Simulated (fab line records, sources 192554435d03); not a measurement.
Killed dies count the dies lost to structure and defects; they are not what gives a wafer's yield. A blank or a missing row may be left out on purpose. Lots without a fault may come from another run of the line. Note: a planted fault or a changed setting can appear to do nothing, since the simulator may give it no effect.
Split-lot study :: flow n5 finfet :: route with 1938 steps; 7 lots, 21 wafers read

== THE SPLIT ITSELF ==
At N5_BEOL_M8_ETCH_61 (etches SiARC in CF4, target depth 45.5 nm, time 75.8 s), the setting bias w was moved away from the recipe's 36 W on 8 of the 21 wafers read, by -16.5% to +14.7%. The other wafers ran this setting at the recipe's value.

The reading comes from the split's own step.

== THE READING ==
rf vpp V, in V, at N5_BEOL_M8_ETCH_61 (etches SiARC in CF4, target depth 45.5 nm, time 75.8 s). On this fab line, fault-free wafers typically give 183.7 V with a standard deviation of 1.1 V.

wafer: L074.1
tool, chamber at the split: rie diel-01, 1
bias w as run, W: 36
against the recipe: recipe
rf vpp V, V: 183.9
against lot-mates on the recipe: -

wafer: L074.2
tool, chamber at the split: rie diel-01, 3
bias w as run, W: 36
against the recipe: recipe
rf vpp V, V: 183.5
against lot-mates on the recipe: -

wafer: L074.3
tool, chamber at the split: rie diel-01, 2
bias w as run, W: 36
against the recipe: recipe
rf vpp V, V: 182.7
against lot-mates on the recipe: -

wafer: L075.1
tool, chamber at the split: rie diel-01, 3
bias w as run, W: 36
against the recipe: recipe
rf vpp V, V: 183.5
against lot-mates on the recipe: -

wafer: L075.3
tool, chamber at the split: rie diel-01, 2
bias w as run, W: 33.86
against the recipe: -5.9%
rf vpp V, V: 175.5
against lot-mates on the recipe: -8.0

wafer: L075.5
tool, chamber at the split: rie diel-01, 2
bias w as run, W: 33.86
against the recipe: -5.9%
rf vpp V, V: 176.6
against lot-mates on the recipe: -6.9

wafer: L081.2
tool, chamber at the split: rie diel-06, 1
bias w as run, W: 41.3
against the recipe: +14.7%
rf vpp V, V: 201.7
against lot-mates on the recipe: +19.1

wafer: L081.3
tool, chamber at the split: rie diel-06, 0
bias w as run, W: 36
against the recipe: recipe
rf vpp V, V: 182.1
against lot-mates on the recipe: -

wafer: L081.4
tool, chamber at the split: rie diel-06, 1
bias w as run, W: 36
against the recipe: recipe
rf vpp V, V: 183.1
against lot-mates on the recipe: -

wafer: L084.3
tool, chamber at the split: rie diel-06, 0
bias w as run, W: 36
against the recipe: recipe
rf vpp V, V: 183.1
against lot-mates on the recipe: -

wafer: L084.4
tool, chamber at the split: rie diel-06, 3
bias w as run, W: 36
against the recipe: recipe
rf vpp V, V: 185.5
against lot-mates on the recipe: -

wafer: L084.6
tool, chamber at the split: rie diel-06, 2
bias w as run, W: 30.89
against the recipe: -14.2%
rf vpp V, V: 167.4
against lot-mates on the recipe: -16.9

wafer: L085.1
tool, chamber at the split: rie diel-06, 3
bias w as run, W: 30.05
against the recipe: -16.5%
rf vpp V, V: 164.2
against lot-mates on the recipe: -20.9

wafer: L085.2
tool, chamber at the split: rie diel-06, 2
bias w as run, W: 36
against the recipe: recipe
rf vpp V, V: 185.1
against lot-mates on the recipe: -

wafer: L085.6
tool, chamber at the split: rie diel-06, 3
bias w as run, W: 30.05
against the recipe: -16.5%
rf vpp V, V: 162.9
against lot-mates on the recipe: -22.2

wafer: L092.2
tool, chamber at the split: rie diel-06, 0
bias w as run, W: 32.68
against the recipe: -9.2%
rf vpp V, V: 173.5
against lot-mates on the recipe: -10.3

wafer: L092.3
tool, chamber at the split: rie diel-06, 2
bias w as run, W: 36
against the recipe: recipe
rf vpp V, V: 185.0
against lot-mates on the recipe: -

wafer: L092.5
tool, chamber at the split: rie diel-06, 0
bias w as run, W: 36
against the recipe: recipe
rf vpp V, V: 182.7
against lot-mates on the recipe: -

wafer: L094.2
tool, chamber at the split: rie diel-01, 1
bias w as run, W: 36
against the recipe: recipe
rf vpp V, V: 183.0
against lot-mates on the recipe: -

wafer: L094.3
tool, chamber at the split: rie diel-01, 2
bias w as run, W: 38.12
against the recipe: +5.9%
rf vpp V, V: 190.3
against lot-mates on the recipe: +5.9

wafer: L094.6
tool, chamber at the split: rie diel-01, 0
bias w as run, W: 36
against the recipe: recipe
rf vpp V, V: 185.9
against lot-mates on the recipe: -

THE FIT
A straight line over all 21 wafers: rf vpp V changes by +1.2 V for each +1% of bias w; r = +0.99; the points scatter about the line by 1.1 V.
The same after taking each lot's own level away (the mean of its wafers on the recipe; 21 wafers): +1.26 V for each +1%; r = +0.99; scatter 1 V.
That fit puts the effect of the largest move of bias w on the reading at 21 V.
Across the lots, their own levels run from 182.60 to 185.10 V, a range of 2.3 times the standard deviation given above.
So the lot-to-lot level changes the slope little: the two slopes agree.
Check: for one of the wafers moved furthest among these (-16.5%), held out of the fit, the line's prediction against its lot-mates is -20.7 V. Against them it came out at -20.9 V.
Tool readings at the split's step, against how far the setting was moved: rf vpp V r = +0.99.

== OTHER SPLITS ON THESE WAFERS ==
These wafers also went through other splits before the reading. Each is held against what the fit with the lots' levels taken away leaves over:
other split on the same wafers: N5_BEOL_M5_COAT_66 spin rpm
wafers away from the commonest value: 7
r with rf vpp V (lot level and that fit taken away): +0.13

other split on the same wafers: N5_BEOL_M6_COAT_63 spin rpm
wafers away from the commonest value: 6
r with rf vpp V (lot level and that fit taken away): +0.17

other split on the same wafers: N5_BEOL_M6_EXPOSE_25 dose mj
wafers away from the commonest value: 5
r with rf vpp V (lot level and that fit taken away): -0.14

other split on the same wafers: N5_BEOL_M8_COAT_05 spin rpm
wafers away from the commonest value: 3
r with rf vpp V (lot level and that fit taken away): +0.20

== FILE'S OWN FIT ==
rf vpp V changes by +1.24 V for each +1% of bias w, r = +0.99.
